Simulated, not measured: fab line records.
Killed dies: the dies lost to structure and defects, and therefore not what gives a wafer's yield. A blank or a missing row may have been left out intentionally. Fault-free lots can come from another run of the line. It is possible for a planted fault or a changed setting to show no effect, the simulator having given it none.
Matching of chambers -- flow n5 finfet -- 4 sister chambers for N5_ILD0_ALD_15 on ald sin-02
The step deposits SiNx, target thk 24 nm, pulse time 1 s, ald cycles 480. 4 wafers are shown with their chamber, then 7 later ones without.

## WAFERS, EACH WITH ITS CHAMBER
wafer,chamber,heater power w (W)
L088.2,1,750
L088.5,3,825
L093.2,2,848
L093.4,0,919

## WAFERS MISSING THEIR CHAMBER
wafer,heater power w (W)
L093.6,911
L095.1,776
L095.3,865
L095.4,936
L096.1,771
L096.3,886
L096.4,883

## CHAMBER TAKEN BY EACH
wafer,from the rows above,in truth
L093.6,0,0
L095.1,can't be placed: 1 or 3 or 2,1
L095.3,can't be placed: 2 or 3 or 0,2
L095.4,0,0
L096.1,can't be placed: 1 or 3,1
L096.3,can't be placed: 0 or 2 or 3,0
L096.4,can't be placed: 2 or 0 or 3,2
Correct placement for 2 of the 7. Not placeable from these rows: 5 (in 5, the candidates include the true chamber). Placed wrongly: 0.
How it was worked out, from the rows above alone: a wafer's distance from a chamber is the root of the sum, over the readings, of the square of ((its reading less the chamber's mean) divided by the reading's scatter). If the next closest chamber is less than 2 further off than the closest, the wafer can't be placed; otherwise it belongs to the closest. A chamber's mean is the mean of its shown wafers. The scatter (one wafer shown for each chamber): square how far every hidden wafer sits from the nearest shown wafer, average those squares and take the square root.
